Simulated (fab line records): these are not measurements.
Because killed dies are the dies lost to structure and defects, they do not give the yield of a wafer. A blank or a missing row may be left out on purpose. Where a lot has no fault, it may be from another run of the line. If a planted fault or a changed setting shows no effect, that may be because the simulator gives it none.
Code-filled problem report in 8D (eight disciplines) form | flow n5-finfet | the parts of the form that need people (team, actions taken, sign-off) are left out

== 1. PROBLEM STATEMENT ==
killed-on-rim at N5_PASSIVATION_PROBE_49 reads a mean of 54 on 1 wafer of 1 lot; wafers without a fault read 14 with a standard deviation of 4.4. That puts it +9.1 standard deviations away from the usual mean.
Earliest sighting: wafer L396.1 on prober-02 at day 17 03:38. The record holds 4 wafers of 2 lots with a number at this step. Rule for "out" (also "out of limits"): further than 4 standard deviations from the usual mean. The other wafers with a number count as sound.

== 2. WHAT IT IS, WHAT IT ISN'T ==
question                    | is                                 | is not
which readings at this step | killed-on-rim, killed-at-front-end | killed_at_M0_to_M3, killed_at_M4_up, killed-at-contacts, killed-at-other, killed-open, killed-short, sort_bin_5_function, sort_bin_6_memory
which lots                  | L396                               | L379
which wafers of those lots  | all that have a number             | -
read on which tools         | prober-02                          | -
when                        | from day 17 03:38                  | up to then (3 sound wafers)

== 3. SUSPECTS, AND WHAT RULES EACH OUT ==
Counting: a tool at a process step up to the reading stays a suspect if it ran every lot that is out and no sound lot after the first of them.
- ald-sin-04 at N5_SPACER0_ALD_08 (deposits SiNx, target thk 2 nm): kept. It ran the lot that is out, L396 (day 7 07:08), and no sound lot after that.
- prober-02 at N5_PASSIVATION_PROBE_49: kept. It ran the lot that is out, L396 (day 17 03:38), and no sound lot after that; its last sound lot up to then is L379 (day 13 00:20). Out on those wafers are its own readings of killed-at-front-end, killed-on-rim.
Remaining after the count are ald-sin-04 at N5_SPACER0_ALD_08 and prober-02 at N5_PASSIVATION_PROBE_49.

== 4. THE CAUSE (what the simulator had put in) ==
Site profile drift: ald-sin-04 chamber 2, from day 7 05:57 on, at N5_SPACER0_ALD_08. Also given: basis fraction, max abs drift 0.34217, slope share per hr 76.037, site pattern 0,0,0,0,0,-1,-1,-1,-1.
Counting leaves 2 suspects; this tool is one of them.

== 5. THE CHAIN OF EFFECTS, in route order ==
Each row: a reading where the mean over the struck wafers with a number is more than 3 standard deviations away from the usual. Scope: only readings with a usual standard deviation given in the record; hours: median across lots of the time from each lot's start at the first step in this table that gives one to its start at this step; sigmas: change in usual standard deviations.
hours | step                    | reading              | usual  | on struck wafers | change | sigmas
0     | N5_PASSIVATION_PROBE_49 | defect-limited-yield | 91.4 % | 85.6             | -5.8   | -3.9
0     | N5_PASSIVATION_PROBE_49 | killed-at-front-end  | 37     | 97               | +60    | +5.5
0     | N5_PASSIVATION_PROBE_49 | killed-dies          | 101    | 170              | +69    | +3.8
0     | N5_PASSIVATION_PROBE_49 | killed-on-rim        | 14     | 54               | +40    | +9.1
0     | N5_PASSIVATION_PROBE_49 | sort-n-pass          | 1079   | 1010             | -69    | -3.8
0     | N5_PASSIVATION_PROBE_49 | sort-yield-pct       | 91.4 % | 85.6             | -5.8   | -3.9
The process steps in it:
- N5_PASSIVATION_PROBE_49

== 6. WHAT WOULD HAVE CAUGHT IT SOONER ==
The fault began at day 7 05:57; the first out-of-limits reading in this record came at day 17 03:38, 238 hours later.
Tool readings at N5_SPACER0_ALD_08 with a usual standard deviation given in the record: none out on any struck wafer, hence no alarm at a limit of 4 standard deviations on them.
By day 17 03:38 the whole set of lots that are out, 1 in number, had already begun N5_SPACER0_ALD_08 on ald-sin-04. None of them would have been spared by holding the tool at that moment.
